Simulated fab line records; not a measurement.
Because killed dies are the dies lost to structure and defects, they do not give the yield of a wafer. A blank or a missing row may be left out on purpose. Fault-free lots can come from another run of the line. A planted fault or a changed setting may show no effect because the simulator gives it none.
Lot-split experiment	flow n5-finfet	7 lots, 21 wafers read, on a route of 1938 steps

THE SPLIT
At N5_BEOL_M10_COAT_22 (resist thk 90 nm), the setting spin-rpm was moved away from the recipe's 1500 rpm on 4 of the 21 wafers read, by -4.2% to +9.7%. The other wafers ran this setting at the recipe's value.

FROM THE SPLIT TO THE READING: what the file shows between them, 3 steps
- N5_BEOL_M10_EBR_24
- N5_BEOL_M10_SOFTBAKE_23: time 60 s
- N5_BEOL_M10_DESCUM_33: chemistry O2, time 7.9 s

THE READING
CAR-ArF_of_BEOL_M10_COAT_22.thk-nm (the simulator's own value, which no gauge read), in nm, at N5_BEOL_M10_ETCH_65 (etches SiARC in CF4, target depth 39 nm, time 65 s). There is no usual value for it anywhere in the file. Average 55.8 nm, standard deviation 0.56 nm, over the 17 wafers here run with the recipe.

wafer	tool, chamber at the split	spin-rpm as run, rpm	against the recipe	CAR-ArF_of_BEOL_M10_COAT_22.thk-nm, nm	against lot-mates on the recipe
L075.2	litho-track-05, 0	1500	recipe	55.8	-
L075.4	litho-track-05, 0	1563	+4.2%	53.8	-2.3
L075.6	litho-track-05, 0	1500	recipe	56.4	-
L078.1	litho-track-04, 0	1500	recipe	55.8	-
L078.4	litho-track-04, 0	1500	recipe	57.2	-
L078.6	litho-track-04, 0	1500	recipe	56.6	-
L082.2	litho-track-01, 0	1500	recipe	55.6	-
L082.3	litho-track-01, 0	1500	recipe	55.6	-
L082.6	litho-track-01, 0	1500	recipe	55.8	-
L084.1	litho-track-01, 0	1500	recipe	55.8	-
L084.2	litho-track-01, 0	1500	recipe	56	-
L084.3	litho-track-01, 0	1500	recipe	55.8	-
L087.4	litho-track-05, 0	1500	recipe	55	-
L087.5	litho-track-05, 0	1500	recipe	55.4	-
L087.6	litho-track-05, 0	1500	recipe	55.6	-
L093.2	litho-track-05, 0	1500	recipe	55.6	-
L093.4	litho-track-05, 0	1437	-4.2%	56.4	+0.8
L093.5	litho-track-05, 0	1437	-4.2%	57.4	+1.8
L096.1	litho-track-05, 0	1645	+9.7%	51.2	-4.0
L096.4	litho-track-05, 0	1500	recipe	54.6	-
L096.5	litho-track-05, 0	1500	recipe	55.8	-

THE FIT
A straight line over all 21 wafers: CAR-ArF_of_BEOL_M10_COAT_22.thk-nm changes by -0.42 nm for each +1% of spin-rpm; r = -0.89; the points scatter about the line by 0.6 nm.
The same after taking each lot's own level away (the mean of its wafers on the recipe; 21 wafers): -0.402 nm for each +1%; r = -0.94; scatter 0.41 nm.
Per that fit: largest spin-rpm move, reading shift of 3.9 nm.
The span of the lots' own levels, 55.20 to 56.53 nm, comes to 2.4 times the standard deviation stated above.
Consequently the slope shifts little with the lot-to-lot level, the two slopes agreeing.
Check: for one of the wafers moved furthest among these (+9.7%), held out of the fit, the line's prediction against its lot-mates is -3.88 nm. Against them it came out at -4 nm.

FURTHER SPLITS ON THESE WAFERS
Note: prior to the reading, these wafers also went through further splits. Each is held against what the fit with the lots' levels taken away leaves over:
other split on the same wafers	wafers away from the commonest value	r with CAR-ArF_of_BEOL_M10_COAT_22.thk-nm (lot level and that fit taken away)
N5_BEOL_M6_COAT_60 spin-rpm	9	+0.15
N5_BEOL_M7_DEP_56 time-s	5	+0.33
N5_BEOL_M8_ILD_DEP_00 time-s	5	+0.04
N5_BEOL_M8_EXPOSE_25 dose-mj	6	-0.01
N5_BEOL_M8_ETCH_65 source-w	10	-0.01
N5_BEOL_M10_COAT_64 spin-rpm	6	+0.65

THE WHOLE CHAIN: every reading that the file lists as answering this split, in the file's order
step	what it does	reading	change (the file's fit)	r (the file's)
N5_BEOL_M10_COAT_22	resist thk 90 nm	CAR-ArF_of_BEOL_M10_COAT_22.thk-nm (the simulator's own value, which no gauge read)	-0.451 nm for each +1% of the setting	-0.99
N5_BEOL_M10_ETCH_65	etches SiARC in CF4, target depth 39 nm, time 65 s	CAR-ArF_of_BEOL_M10_COAT_22.thk-nm (the simulator's own value, which no gauge read)	-0.418 nm for each +1% of the setting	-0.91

FILE'S OWN FIT
CAR-ArF_of_BEOL_M10_COAT_22.thk-nm changes by -0.418 nm for each +1% of spin-rpm, r = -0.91.
